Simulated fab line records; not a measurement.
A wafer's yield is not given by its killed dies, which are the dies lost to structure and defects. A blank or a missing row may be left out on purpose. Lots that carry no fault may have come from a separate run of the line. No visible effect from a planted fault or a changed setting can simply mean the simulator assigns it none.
A single fault, viewed from 2 desks + flow nand-harc + only its own numbers are on each desk; what lay behind them is given at the end

THE METROLOGY DESK
What the gauges read, lot by lot, whatever tool the lot ran on: means of the sampled wafers that have a number. A lot is out of limits, marked OUT, if its mean lies more than 4 standard deviations from the usual mean; the brackets give that distance.
Columns: A = cd-nm at NHARC_A_CONTACT_CD_MEAS_69, usual 299.7 nm
| lot  | first seen here | A                |
|------|-----------------|------------------|
| L207 | day 22 12:25    | 299.4            |
| L209 | day 22 13:59    | 299.1            |
| L211 | day 22 21:06    | 299.8            |
| L212 | day 24 12:15    | 299.8            |
| L217 | day 26 00:44    | 298.8            |
| L215 | day 26 00:53    | 301.0            |
| L216 | day 26 03:11    | 299.7            |
| L219 | day 26 22:58    | 299.1            |
| L220 | day 27 11:56    | 300.3            |
| L221 | day 28 05:20    | 295.9 (-5.5) OUT |
| L226 | day 30 10:49    | 300.5            |
| L229 | day 31 07:05    | 296.2 (-5.1) OUT |
This desk finds L221, L229 out of limits, L221 being first, at day 28 05:20 (cd-nm at NHARC_A_CONTACT_CD_MEAS_69). Within limits: L207, L209, L211, L212, L217, L215, L216, L219, L220, L226.

FOR THE TOOL OWNER'S DESK: arfi-scanner-02
The tool's own readings at NHARC_A_CONTACT_EXPOSE_66 (exposes mask A CC 2): means of the sampled wafers that have a number, for each lot that ran on this tool. A lot is out of limits, marked OUT, if its mean lies more than 4 standard deviations from the usual mean; the brackets give that distance.
Columns: A = exposure-dose-mJ-cm2 at NHARC_A_CONTACT_EXPOSE_66, usual 58.97
| lot  | first seen here | A               |
|------|-----------------|-----------------|
| L212 | day 24 12:07    | 59.08           |
| L215 | day 26 00:45    | 59.03           |
| L220 | day 27 11:49    | 59.06           |
| L221 | day 28 05:12    | 54.45 (-62) OUT |
| L229 | day 31 06:57    | 55.34 (-50) OUT |
This desk finds L221, L229 out of limits, L221 being first, at day 28 05:12 (exposure-dose-mJ-cm2 at NHARC_A_CONTACT_EXPOSE_66). Within limits: L212, L215, L220.

TAKEN TOGETHER
The tool owner's desk had the chance to raise an alarm at day 28 05:12 on L221, L229.
On L221, L229, the metrology desk was in a position to raise an alarm at day 28 05:20.
On arfi-scanner-02, each named lot ran NHARC_A_CONTACT_EXPOSE_66.

WHAT THE SIMULATOR HAD INSERTED
Process parameters drifting: arfi-scanner-02 at NHARC_A_CONTACT_EXPOSE_66, beginning at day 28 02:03. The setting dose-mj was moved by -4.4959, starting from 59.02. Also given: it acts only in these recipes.
Lots struck among those shown: L221, L229.
Fault start to first reading out of limits, in hours, per desk: tool owner, 3; metrology, 3.
